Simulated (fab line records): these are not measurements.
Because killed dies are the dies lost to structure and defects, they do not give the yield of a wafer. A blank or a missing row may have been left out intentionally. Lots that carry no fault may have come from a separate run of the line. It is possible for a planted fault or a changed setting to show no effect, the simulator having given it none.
Matching of chambers + flow n5Finfet + N5_BEOL_M10_DESCUM_33 on rieDiel-02 has 4 sister chambers
The step chemistry O2, time 7.9 s. 18 wafers are shown with their chamber, then 9 later ones without.

== EACH WAFER AND ITS CHAMBER ==
| wafer  | chamber | throttleValvePct (%) | drypumpMotorCurrentA (A) | showerheadPlenumPTorr (Torr) |
|--------|---------|----------------------|--------------------------|------------------------------|
| L077.3 | 1       | 20.4                 | 5.9                      | 1.99                         |
| L077.4 | 2       | 20.5                 | 5.7                      | 2.11                         |
| L077.6 | 1       | 20.4                 | 5.9                      | 1.99                         |
| L080.4 | 1       | 20.4                 | 5.9                      | 1.99                         |
| L080.5 | 2       | 20.5                 | 5.7                      | 2.11                         |
| L080.6 | 0       | 20.9                 | 5.3                      | 2.07                         |
| L082.2 | 1       | 20.4                 | 5.9                      | 1.99                         |
| L082.4 | 2       | 20.5                 | 5.7                      | 2.11                         |
| L082.5 | 1       | 20.4                 | 5.9                      | 1.98                         |
| L085.1 | 1       | 20.4                 | 5.8                      | 1.98                         |
| L085.2 | 2       | 20.5                 | 5.7                      | 2.10                         |
| L085.3 | 0       | 20.9                 | 5.3                      | 2.07                         |
| L087.1 | 0       | 20.9                 | 5.3                      | 2.07                         |
| L087.3 | 3       | 20.5                 | 5.9                      | 2.05                         |
| L087.5 | 0       | 20.9                 | 5.3                      | 2.07                         |
| L088.1 | 2       | 20.5                 | 5.8                      | 2.10                         |
| L088.4 | 1       | 20.5                 | 5.9                      | 1.98                         |
| L088.5 | 0       | 20.9                 | 5.3                      | 2.06                         |

SIGNATURES, as means of the wafers listed above
| reading               | chamber 0 | chamber 1 | chamber 2 | chamber 3 | scatter within a chamber |
|-----------------------|-----------|-----------|-----------|-----------|--------------------------|
| throttleValvePct      | 20.900    | 20.414    | 20.500    | 20.500    | 0.0247                   |
| drypumpMotorCurrentA  | 5.300     | 5.886     | 5.720     | 5.900     | 0.0344                   |
| showerheadPlenumPTorr | 2.0680    | 1.9857    | 2.1060    | 2.0500    | 0.00515                  |
Rule: a wafer's distance from a chamber is the root of the sum, over the readings, of the square of ((its reading less the chamber's mean) divided by the reading's scatter). If the next closest chamber is less than 2 further off than the closest, the wafer can't be placed; otherwise it belongs to the closest. How the scatter is found: for the shown wafers, subtract from each reading the mean of its chamber, square and add these, divide the total by (wafers less chambers), then take the root.

== WAFERS WITH NO CHAMBER GIVEN ==
| wafer  | throttleValvePct (%) | drypumpMotorCurrentA (A) | showerheadPlenumPTorr (Torr) |
|--------|----------------------|--------------------------|------------------------------|
| L092.1 | 20.6                 | 5.9                      | 2.05                         |
| L092.2 | 20.6                 | 5.8                      | 2.10                         |
| L092.3 | 20.4                 | 5.9                      | 1.98                         |
| L094.3 | 20.6                 | 5.7                      | 2.10                         |
| L094.4 | 20.6                 | 5.7                      | 2.10                         |
| L094.6 | 20.6                 | 5.9                      | 2.04                         |
| L097.2 | 20.5                 | 5.9                      | 1.97                         |
| L097.3 | 20.4                 | 5.3                      | 2.06                         |
| L097.5 | 20.5                 | 5.9                      | 1.97                         |

== WHICH CHAMBER EACH WENT THROUGH ==
| wafer  | from the rows above | in truth                   |
|--------|---------------------|----------------------------|
| L092.1 | 3                   | 3                          |
| L092.2 | 2                   | 2                          |
| L092.3 | 1                   | 1                          |
| L094.3 | 2                   | 2                          |
| L094.4 | 2                   | 2                          |
| L094.6 | 3                   | 3                          |
| L097.2 | 1                   | 1                          |
| L097.3 | 2                   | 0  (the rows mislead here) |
| L097.5 | 1                   | 1                          |
Placed correctly: 8 of 9. From these rows, 0 cannot be placed. Placed wrongly: 1.
